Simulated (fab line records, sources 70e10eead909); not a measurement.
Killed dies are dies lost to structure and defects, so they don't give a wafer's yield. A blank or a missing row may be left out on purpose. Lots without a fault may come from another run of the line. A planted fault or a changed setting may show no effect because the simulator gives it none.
fab line records | flow nand_harc
record lots=13 wafers=39 last_day=34
route steps=1302 shown A_M1@1190 A_BONDPAD@1202 END@1302
lots that met no fault: from a run of the same line without faults
start_h: hours from the record's first day to the start of the lot's first wafer shown | wait_h: hours since the lot's step before | " the same as in the row above | L1.1+2: a row that stands for several wafers | - no value, or no start given | * or withheld: withheld | < > ~ a bound
route shown NAME@n: a module of which the file shows steps, and the number in the route of the first | usual: mean/standard deviation of fault-free wafers | same: alike in all rows | chamber/n: place in a boat | sites: the reading at each site | _std_site: their standard deviation | _edge_site: outer sites' mean less inner sites' | radius_mm: how far each site lies from the wafer's centre | mask NAME#n: copy n | behind: the tool/chamber that last shaped the wafer | hold: why the lot was held/for how many hours/how that ended | device: the transistor (n, p or np) that didn't switch | end of line: the same wafers' tests at the end of the route | a step without rows: its recipe alone | killed: dies lost to structure and defects at the first sort, not the wafer's yield | map: a wafer's dies, x killed, . not, _ none there
set.NAME: the setting as run; set.NAME@STEP: as run at that earlier step | model.NAME: the simulator's own value behind a step, which no gauge read
steps of the route over a sample of lots; a table a step, a row a wafer
services: from which hour (start_h, from the record's first day; less than 0 if before it) a tool's chamber was out of use, for how many hours, and why
## steps
# step NHARC_A_M1_PRE_CLEAN_30
# recipe time_s=30 temp_c=280 gas=H2/He
# usual heater_power_w=400/34 susceptor_temp_C=280.01/0.17
# columns lot.wafer tool chamber start_h wait_h heater_power_w susceptor_temp_C
L466.1 pvd_sputter-02 - - - 398 279.91
L466.2 " - " " 445 279.73
L466.5 " - " " 430 280.26
L467.4 pvd_sputter-03 - - - 386 -
L467.6 " - " " 409 -
L467.5 " - " " 381 -
L468.3 pvd_sputter-03 - - - 383 279.76
L468.4 " - " " 426 280.04
L468.6 " - " " 361 280.07
L469.1 pvd_sputter-02 - - - 470 280.44
L469.4 " - " " 440 279.87
L469.5 " - " " 391 280.36
L473.2 pvd_sputter-02 - - - 451 280.37
L473.3 " - " " 453 280.23
L473.6 " - " " 455 280.11
L472.4 pvd_sputter-03 - - - 383 279.83
L472.3 " - " " 426 280.08
L472.6 " - " " 352 279.89
L479.1 pvd_sputter-03 - - - 419 280.00
L479.5 " - " " 356 279.92
L479.6 " - " " 373 280.01
L480.3 pvd_sputter-01 - - - 424 280.14
L480.6 " - " " 447 279.84
L480.5 " - " " 353 280.20
L484.2 pvd_sputter-01 - - - 412 279.96
L484.1 " - " " 409 279.75
L484.3 " - " " 462 280.01
L485.4 pvd_sputter-01 - - - 411 280.19
L485.1 " - " " 444 280.20
L485.6 " - " " 409 280.19
L486.4 pvd_sputter-03 - - - 379 280.04
L486.3 " - " " 362 280.01
L486.5 " - " " 431 279.80
L488.2 pvd_sputter-03 - - - 350 -
L488.4 " - " " 436 -
L488.6 " - " " 352 -
L489.4 pvd_sputter-03 - - - 383 279.79
L489.5 " - " " 376 279.74
L489.6 " - " " 457 279.96
# step NHARC_A_M1_ECD_22
# recipe target_thk_a=4000 bath_temp_c=25 material=Cu
# columns lot.wafer tool chamber start_h wait_h
L466.2+1+5 ecd_cu-02 0,1,0 522.39 -
L467.4+5+6 ecd_cu-02 0,0,1 541.47 -
L468.4+3+6 ecd_cu-02 0,1,0 548.13 -
L469.1+4+5 ecd_cu-01 0,1,1 548.91 -
L473.2+3+6 ecd_cu-02 1,0,0 589.68 -
L472.3+4+6 ecd_cu-01 1,0,0 590.98 -
L479.1+5+6 ecd_cu-02 1,1,0 672.33 -
L480.3+6+5 ecd_cu-02 0,0,1 676.13 -
L484.2+1+3 ecd_cu-01 1,0,0 703.72 -
L485.1+4+6 ecd_cu-01 0,1,0 707.35 -
L486.4+3+5 ecd_cu-01 1,0,1 720.84 -
L488.2+4+6 ecd_cu-01 1,0,0 757.75 -
L489.4+6+5 ecd_cu-01 1,1,0 773.57 -
# step NHARC_A_M1_ANNEAL_31
# recipe temp_c=225 time_s=90
# usual wafer_temp_C_max=226.4/0.39
# columns lot.wafer tool chamber start_h wait_h wafer_temp_C_max
L466.1 rtp_anneal-01 0 522.77 0.3 226.5
L466.2 " 0 " " 226.6
L466.5 " 0 " " 226.8
L467.4 rtp_anneal-01 0 541.91 0.4 226.6
L467.5 " 0 " " 226.7
L467.6 " 0 " " 226.2
L468.3 rtp_anneal-01 0 548.51 0.3 226.5
L468.4 " 0 " " 226.6
L468.6 " 0 " " 227.1
L469.1 rtp_anneal-02 0 549.23 - 226.4
L469.4 " 0 " " 226.1
L469.5 " 0 " " 226.1
L473.2 rtp_anneal-02 0 590.13 - 225.7
L473.3 " 0 " " 226.2
L473.6 " 0 " " 225.9
L472.3 rtp_anneal-01 0 591.36 0.3 226.4
L472.4 " 0 " " 226.2
L472.6 " 0 " " 226.6
L479.1 rtp_anneal-02 0 672.71 0.3 226.4
L479.5 " 0 " " 225.8
L479.6 " 0 " " 226.3
L480.3 rtp_anneal-01 0 676.51 - 226.3
L480.5 " 0 " " 226.7
L480.6 " 0 " " 226.5
L484.1 rtp_anneal-01 0 704.10 0.3 227.5
L484.2 " 0 " " 227.0
L484.3 " 0 " " 227.2
L485.1 rtp_anneal-02 0 707.68 0.3 226.0
L485.4 " 0 " " 225.8
L485.6 " 0 " " 226.3
L486.3 rtp_anneal-01 0 721.22 - 226.7
L486.4 " 0 " " 226.4
L486.5 " 0 " " 226.8
L488.2 rtp_anneal-01 0 758.18 - 226.4
L488.4 " 0 " " 226.2
L488.6 " 0 " " 227.2
L489.4 rtp_anneal-01 0 774.00 - 226.4
L489.5 " 0 " " 226.8
L489.6 " 0 " " 226.4
# step NHARC_A_M1_CMP_23
# recipe t_overpolish_s=20 target_thk_nm=154.34
# usual motor_current_A=11.3/1.2 pad_life_wafers=173/120 retaining_ring_pressure_frac=1.001/0.0049 time_to_endpoint_s=28.1/2.5
# columns lot.wafer tool chamber start_h wait_h motor_current_A pad_life_wafers retaining_ring_pressure_frac time_to_endpoint_s
L466.2 cmp-04 3 523.12 - 11.2 72 1.000 25.7
L466.1 " 1 " " 11.5 74 1.007 28.1
L466.5 " 0 " " 9.6 - 0.998 30.6
L467.4 cmp-04 1 542.14 - 11.4 169 1.006 24.8
L467.5 " 0 " " 9.1 - 1.003 29.6
L467.6 " 1 " " 11.6 - 1.000 24.6
L468.3 cmp-02 3 548.75 - 13.6 156 0.993 28.6
L468.4 " 2 " " 11.3 159 0.989 29.4
L468.6 " 0 " " 13.4 - 0.997 29.6
L469.1 cmp-02 3 549.58 - 12.4 162 1.001 29.3
L469.4 " 1 " " 10.2 164 1.005 29.1
L469.5 " 3 " " 13.3 - 1.001 27.9
L473.2 cmp-01 0 590.48 - 10.3 20 1.002 29.2
L473.3 " 1 " " 12.4 21 1.004 31.7
L473.6 " 2 " " 11.3 - 1.002 29.7
L472.3 cmp-04 2 591.63 - 10.0 415 1.007 26.4
L472.4 " 0 " " 9.9 417 0.989 30.3
L472.6 " 1 " " 11.9 - 0.996 27.0
L479.1 cmp-04 2 673.08 - 10.2 229 0.994 28.9
L479.6 " 1 " " 11.6 - 1.002 28.7
L479.5 " 2 " " 10.5 - 1.003 13.4
L480.3 cmp-04 3 676.75 - 11.4 234 1.002 28.9
L480.5 " 3 " " 12.1 - 0.996 14.0
L480.6 " 0 " " 9.8 - 1.000 32.6
L484.3 cmp-02 0 704.45 - 14.0 258 1.000 31.7
L484.1 " 1 " " 10.6 259 1.005 29.8
L484.2 " 2 " " 11.5 260 0.998 29.3
L485.4 cmp-04 2 708.08 - 9.7 2 0.998 28.1
L485.1 " 3 " " 11.5 3 0.996 28.5
L485.6 " 0 " " 9.5 - 1.009 30.6
L486.3 cmp-01 2 721.46 - 11.4 186 0.999 30.1
L486.4 " 1 " " 12.4 189 0.999 29.4
L486.5 " 2 " " 10.8 - 1.004 27.8
L488.2 cmp-04 1 758.50 - 11.6 169 1.001 26.0
L488.4 " 3 " " 12.1 171 1.002 28.8
L488.6 " 0 " " 9.8 - 1.002 29.0
L489.4 cmp-04 0 774.28 - 9.7 243 1.002 29.2
L489.6 " 1 " " 11.7 - 1.004 26.3
L489.5 " 2 " " 10.3 - 1.003 26.6
# step NHARC_A_BONDPAD_DEP_00
# recipe target_thk_a=2500 temp_c=370 target_thk_nm=250 pressure_torr=3 flow_sccm=200 rf_w=450 material=SiCN
# usual chamber_pressure_Torr=3.000/0.0073 heater_power_w=564/110 susceptor_temp_C=369.98/0.19
# columns lot.wafer tool chamber start_h wait_h chamber_pressure_Torr heater_power_w susceptor_temp_C
L466.1 pecvd-03 1 524.34 - 3.003 611 370.19
L466.2 " 2 " " 3.005 621 370.17
L466.5 " 1 " " 3.008 622 370.07
L467.5 pecvd-02 1 543.42 - 2.994 621 369.93
L467.6 " 2 " " 3.011 517 370.07
L467.4 " 0 " " 3.003 484 369.96
L468.3 pecvd-04 1 549.94 - 2.998 721 370.03
L468.4 " 1 " " 2.995 732 370.17
L468.6 " 2 " " 3.013 450 370.25
L469.1 pecvd-02 1 - - 2.994 632 370.16
L469.5 " 0 " " 3.001 543 370.22
L469.4 " 1 " " 2.990 522 370.02
L473.3 pecvd-04 0 591.59 - 2.998 421 370.28
L473.2 " 1 " " 3.011 729 369.90
L473.6 " 0 " " 3.002 429 369.98
L472.3 pecvd-04 2 592.84 - 3.006 419 370.13
L472.4 " 1 " " 2.994 726 370.04
L472.6 " 0 " " 2.999 497 369.69
L479.1 pecvd-04 1 674.33 - 2.992 826 370.09
L479.5 " 1 " " 3.000 652 369.90
L479.6 " 0 " " 2.993 476 369.78
L480.3 pecvd-04 1 678.02 - 3.003 742 369.86
L480.6 " 0 " " 3.004 479 370.10
L480.5 " 1 " " 2.995 766 370.02
L484.2 pecvd-04 2 705.62 - 2.996 475 369.96
L484.3 " 0 " " 3.001 515 369.82
L484.1 " 1 " " 2.993 799 370.33
L485.1 pecvd-04 0 709.36 - 2.999 496 369.80
L485.6 " 0 " " 3.012 510 369.60
L485.4 " 2 " " 3.006 490 369.86
L486.3 pecvd-04 0 722.80 - 2.986 476 369.88
L486.4 " 0 " " 2.996 478 369.93
L486.5 " 1 " " 3.009 773 370.04
L488.2 pecvd-04 1 759.72 - 3.012 781 369.97
L488.4 " 2 " " 2.999 502 369.67
L488.6 " 0 " " 2.995 486 369.96
L489.5 pecvd-03 1 775.50 - 2.995 519 369.87
L489.6 " 2 " " 2.985 580 369.99
L489.4 " 0 " " 2.998 599 369.91
# step NHARC_END_SORT_01
# recipe temp_c=25
# usual defect_limited_yield=91.2/2.8 killed_at_array=56/19 killed_at_other=0.8/1.1 killed_at_periphery=3.4/2.5 killed_dies=60/19 killed_open=2.9/1.7 killed_short=2.4/1.6
# same gross_dies=677
# columns lot.wafer tool chamber start_h wait_h defect_limited_yield[%] killed_at_array killed_at_other killed_at_periphery killed_dies killed_open killed_short
L469.1 prober-02 0 583.47 2.5 92.5 45 0 6 51 4 2
L469.4 prober-02 0 585.88 3.4 93.4 40 0 5 45 5 6
L469.5 prober-02 0 586.69 3.7 93.9 35 1 5 41 4 1
L479.1 prober-01 0 709.03 2.5 93.6 42 0 1 43 2 2
L479.5 prober-01 0 712.22 3.7 93.6 39 1 3 43 5 1
L479.6 prober-01 0 713.02 4.0 93.9 40 0 1 41 1 2
L480.3 prober-02 0 710.70 3.1 96.0 21 0 6 27 3 2
L480.5 prober-02 0 712.28 3.7 95.4 24 1 6 31 6 2
L480.6 prober-02 0 713.07 3.9 96.0 23 0 4 27 4 1
L485.1 prober-01 0 743.05 2.5 92.9 44 1 3 48 3 4
L485.4 prober-01 0 745.43 3.4 93.4 42 1 2 45 1 3
L485.6 prober-01 0 747.02 4.0 94.4 36 1 1 38 3 1
L489.4 prober-02 0 809.91 3.4 90.8 58 3 1 62 0 3
L489.5 prober-02 0 810.71 3.7 90.8 57 1 4 62 8 1
L489.6 prober-02 0 811.51 4.0 91.9 52 0 3 55 4 2
# killed by level:class
L469.1 A_CHANNEL_HOLE_D2:chamber_film_flake=27 P_GATE:chamber_film_flake=3 P_M1:chamber_film_flake=3 A_CHANNEL_FILL_D1:chamber_film_flake=2 A_SGD_CUT:chamber_film_flake=2 A_CONTACT:chamber_film_flake=2 A_BONDPAD:chamber_film_flake=2 A_ONON_D1:geometric_particle:short=1
L469.4 A_CHANNEL_HOLE_D2:chamber_film_flake=23 A_CHANNEL_HOLE_D1:chamber_film_flake=4 A_WL_FILL:geometric_particle:short=3 A_DECK1_JOINT:geometric_particle:short=2 A_CHANNEL_FILL_D1:chamber_film_flake=2 A_M1:chamber_film_flake=2 P_CONTACT:geometric_particle:open=1 P_M0:geometric_particle:open=1
L469.5 A_CHANNEL_HOLE_D2:chamber_film_flake=23 A_STAIRCASE:chamber_film_flake=3 A_ONON_D1:geometric_particle:open=2 P_ZERO_WELL:chamber_film_flake=2 P_M1:chamber_film_flake=2 A_CHANNEL_HOLE_D1:chamber_film_flake=2 A_CONTACT:chamber_film_flake=2 P_CONTACT:geometric_particle:open=1
L479.1 A_CHANNEL_HOLE_D2:chamber_film_flake=18 A_CONTACT:chamber_film_flake=8 A_CHANNEL_HOLE_D1:chamber_film_flake=5 A_SLIT:chamber_film_flake=3 A_ONON_D1:geometric_particle:open=1 A_ONON_D1:geometric_particle:short=1 A_CHANNEL_FILL_D2:geometric_particle:open=1 A_WL_FILL:geometric_particle:short=1
L480.3 A_CHANNEL_HOLE_D1:chamber_film_flake=12 A_CONTACT:chamber_film_flake=6 P_CONTACT:geometric_particle:open=3 P_M0:geometric_particle:short=1 A_CHANNEL_FILL_D2:geometric_particle:short=1 P_ZERO_WELL:chamber_film_flake=1 P_GATE:chamber_film_flake=1 A_SLIT:chamber_film_flake=1
L479.5 A_CHANNEL_HOLE_D2:chamber_film_flake=11 A_CHANNEL_HOLE_D1:chamber_film_flake=9 A_CONTACT:chamber_film_flake=5 A_DECK1_JOINT:chamber_film_flake=3 A_SLIT:chamber_film_flake=3 A_ONON_D1:geometric_particle:open=2 A_STAIRCASE:chamber_film_flake=2 A_ONON_D2:geometric_particle:open=1
L480.5 A_CHANNEL_HOLE_D1:chamber_film_flake=9 A_CONTACT:chamber_film_flake=5 P_GATE:chamber_film_flake=4 A_DECK1_JOINT:chamber_film_flake=2 P_CONTACT:geometric_particle:short=1 P_CONTACT:geometric_particle:open=1 A_ONON_D1:geometric_particle:open=1 A_DECK1_JOINT:geometric_particle:open=1
L479.6 A_CHANNEL_HOLE_D2:chamber_film_flake=23 A_CONTACT:chamber_film_flake=5 A_CHANNEL_HOLE_D1:chamber_film_flake=3 A_STAIRCASE:chamber_film_flake=2 A_CHANNEL_FILL_D1:geometric_particle:short=1 A_SGD_CUT:geometric_particle:short=1 A_BLC:geometric_particle:open=1 P_GATE:chamber_film_flake=1
L480.6 A_CONTACT:chamber_film_flake=10 A_CHANNEL_HOLE_D1:chamber_film_flake=5 P_CONTACT:geometric_particle:open=2 A_SLIT:chamber_film_flake=2 A_ONON_D1:geometric_particle:short=1 A_CHANNEL_FILL_D1:geometric_particle:open=1 A_CHANNEL_FILL_D2:geometric_particle:open=1 P_GATE:chamber_film_flake=1
L485.1 A_CHANNEL_HOLE_D1:chamber_film_flake=21 A_SLIT:chamber_film_flake=5 A_BONDPAD:chamber_film_flake=4 A_ZERO_WELL:chamber_film_flake=3 A_STAIRCASE:chamber_film_flake=3 P_M1:chamber_film_flake=2 P_GATE:geometric_particle:open=1 A_SOURCE_PLATE:geometric_particle:open=1
L485.4 A_CHANNEL_HOLE_D1:chamber_film_flake=25 A_SLIT:chamber_film_flake=6 A_WL_FILL:chamber_film_flake=4 A_M0:geometric_particle:short=2 A_CONTACT:chamber_film_flake=2 A_SOURCE_PLATE:geometric_particle:short=1 A_ONON_D2:geometric_particle:open=1 P_GATE:chamber_film_flake=1
L485.6 A_CHANNEL_HOLE_D1:chamber_film_flake=24 A_SLIT:chamber_film_flake=5 A_STAIRCASE:chamber_film_flake=3 A_CHANNEL_FILL_D2:geometric_particle:open=2 P_CONTACT:geometric_particle:short=1 A_BLC:geometric_particle:open=1 A_BONDPAD:chamber_film_flake=1 THIN_TSV:chamber_film_flake=1
L489.4 A_CHANNEL_HOLE_D2:chamber_film_flake=29 A_CONTACT:chamber_film_flake=9 A_SLIT:chamber_film_flake=5 A_CHANNEL_FILL_D1:chamber_film_flake=4 A_SGD_CUT:chamber_film_flake=3 A_CHANNEL_FILL_D2:chamber_film_flake=2 A_STAIRCASE:chamber_film_flake=2 A_M1:chamber_film_flake=2
L489.5 A_CHANNEL_HOLE_D2:chamber_film_flake=29 A_SLIT:chamber_film_flake=6 A_CHANNEL_FILL_D1:chamber_film_flake=3 A_CONTACT:chamber_film_flake=3 A_ONON_D1:geometric_particle:open=2 A_M0:geometric_particle:open=2 P_GATE:chamber_film_flake=2 A_CHANNEL_HOLE_D1:chamber_film_flake=2
L489.6 A_CHANNEL_HOLE_D2:chamber_film_flake=25 A_SLIT:chamber_film_flake=7 A_CONTACT:chamber_film_flake=6 A_STAIRCASE:chamber_film_flake=3 A_SGD_CUT:chamber_film_flake=3 P_CONTACT:geometric_particle:short=1 A_ONON_D1:geometric_particle:short=1 A_WL_FILL:geometric_particle:open=1
## services
# columns tool chamber start_h hours kind
cmp-04 - 504.99 0.2 repair
cmp-04 - 506.37 4.0 pm
ecd_cu-01 - 512.00 8.0 pm
pvd_sputter-03 - 526.11 10.0 pm
cmp-04 - 537.54 0.3 repair
pecvd-04 2 554.15 3.8 repair
ecd_cu-01 - 566.39 0.6 repair
ecd_cu-02 - 595.53 1.8 repair
pvd_sputter-03 - 602.86 2.8 repair
cmp-04 - 604.37 4.0 pm
cmp-04 - 616.85 0.9 repair
pecvd-04 - 631.21 13.0 pm
pvd_sputter-03 - 638.27 7.2 repair
ecd_cu-01 - 681.20 1.5 repair
pvd_sputter-03 - 682.83 1.3 repair
ecd_cu-02 - 684.73 0.8 repair
ecd_cu-01 - 688.27 8.0 pm
ecd_cu-02 - 700.37 1.2 repair
cmp-04 - 702.37 4.0 pm
pvd_sputter-03 - 704.11 10.0 pm
ecd_cu-02 - 706.68 2.1 repair
pecvd-04 2 735.76 10.6 repair
cmp-04 - 739.99 0.5 repair
ecd_cu-02 - 773.33 8.0 pm
## key
first_sign step=NHARC_A_M1_CMP_23 reading=time_to_endpoint_s direction=down sigmas=5.9 usual=* struck=*
effect none on later readings
met_at NHARC_A_M1_ECD_22
struck_lots L479,L480
struck_wafers L479.5,L480.5
not_acting_at NHARC_A_M1_PRE_CLEAN_30,NHARC_A_M1_ANNEAL_31,NHARC_A_BONDPAD_DEP_00
onset_between 589.68 672.33
fault kind=process_parameter_drift tool=ecd_cu-02 chamber=- onset_h=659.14 steps=NHARC_A_M1_ECD_22 channel=target_thk_a offset=* shape=step end_h=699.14 scope=struck_wafers_only acts_in=* stated=*
